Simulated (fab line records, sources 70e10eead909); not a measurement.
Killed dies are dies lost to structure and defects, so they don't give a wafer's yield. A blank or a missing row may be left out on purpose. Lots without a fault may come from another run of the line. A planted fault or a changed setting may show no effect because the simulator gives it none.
Chamber matching | flow nand_harc | NHARC_A_STAIRCASE_TRIM_220 on rie_diel-13: 4 sister chambers
The step chemistry O2, time 211.2 s. 4 wafers are shown with their chamber, then 12 later ones without.

WAFERS WITH THEIR CHAMBER
wafer  | chamber | drypump_motor_current_A (A)
L082.4 | 0       | 5.4
L086.4 | 3       | 6.3
L089.2 | 2       | 5.9
L089.5 | 1       | 5.6

WAFERS WITHOUT THEIR CHAMBER
wafer  | drypump_motor_current_A (A)
L092.1 | 5.9
L092.3 | 5.7
L092.5 | 5.6
L095.1 | 5.4
L095.4 | 5.7
L095.5 | 6.3
L096.4 | 5.7
L096.5 | 5.4
L096.6 | 6.2
L097.1 | 5.4
L097.3 | 5.9
L097.4 | 5.3

WHICH CHAMBER EACH WENT THROUGH
wafer  | from the rows above     | in truth
L092.1 | 2                       | 2
L092.3 | can't be placed: 1 or 2 | 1
L092.5 | 1                       | 1
L095.1 | 0                       | 0
L095.4 | can't be placed: 1 or 2 | 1
L095.5 | 3                       | 3
L096.4 | can't be placed: 1 or 2 | 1
L096.5 | 0                       | 0
L096.6 | 3                       | 3
L097.1 | 0                       | 0
L097.3 | 2                       | 2
L097.4 | 0                       | 0
Placed correctly: 9 of 12. Can't be placed from these rows: 3 (the true chamber is among the candidates in 3). Placed wrongly: 0.
How it was worked out, from the rows above alone: a wafer's distance from a chamber is the root of the sum, over the readings, of the square of ((its reading less the chamber's mean) divided by the reading's scatter). The wafer belongs to the nearest chamber; if the next one is less than 2 further off, it can't be placed. A chamber's mean is the mean of its shown wafers. The scatter: with one shown wafer a chamber, the root of the mean of the squares of how far each hidden wafer lies from its nearest shown one.
